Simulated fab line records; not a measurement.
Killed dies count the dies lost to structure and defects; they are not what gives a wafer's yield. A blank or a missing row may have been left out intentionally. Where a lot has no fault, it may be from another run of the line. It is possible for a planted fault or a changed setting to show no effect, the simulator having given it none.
Chamber matching / flow n5 finfet / N5_MOL_CONTACT_COAG_ALD_133 on ald sin-04: 4 sister chambers
The step deposits SiO2, target thk 5 nm, pulse time 1 s, co reactant pulse time 1 s. 4 wafers are shown with their chamber, then 9 later ones without.

== WAFERS PAIRED WITH THEIR CHAMBERS ==
wafer=L087.5; chamber=2; heater power w (W)=72
wafer=L087.6; chamber=3; heater power w (W)=97
wafer=L088.2; chamber=0; heater power w (W)=77
wafer=L088.6; chamber=1; heater power w (W)=82

== WAFERS WHOSE CHAMBER IS MISSING ==
wafer=L090.1; heater power w (W)=76
wafer=L090.3; heater power w (W)=97
wafer=L090.4; heater power w (W)=71
wafer=L094.2; heater power w (W)=77
wafer=L094.4; heater power w (W)=69
wafer=L094.6; heater power w (W)=75
wafer=L096.1; heater power w (W)=70
wafer=L096.2; heater power w (W)=86
wafer=L096.6; heater power w (W)=93

== EACH ONE'S CHAMBER ==
wafer=L090.1; from the rows above=can't be placed: 0 or 2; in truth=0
wafer=L090.3; from the rows above=3; in truth=3
wafer=L090.4; from the rows above=2; in truth=2
wafer=L094.2; from the rows above=0; in truth=0
wafer=L094.4; from the rows above=2; in truth=2
wafer=L094.6; from the rows above=can't be placed: 0 or 2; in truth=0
wafer=L096.1; from the rows above=2; in truth=2
wafer=L096.2; from the rows above=1; in truth=1
wafer=L096.6; from the rows above=3; in truth=3
Correctly placed: 7 of 9. From these rows, 2 cannot be placed; in 2 the true chamber is one of the candidates. Placed wrongly: 0.
How it was worked out, from the rows above alone: a wafer's distance from a chamber is the root of the sum, over the readings, of the square of ((its reading less the chamber's mean) divided by the reading's scatter). The wafer belongs to the nearest chamber; if the next one is less than 2 further off, it can't be placed. Each chamber's mean is taken over the wafers shown for it. The scatter: root of mean squared gap, hidden wafer to nearest shown wafer, with one shown wafer a chamber.
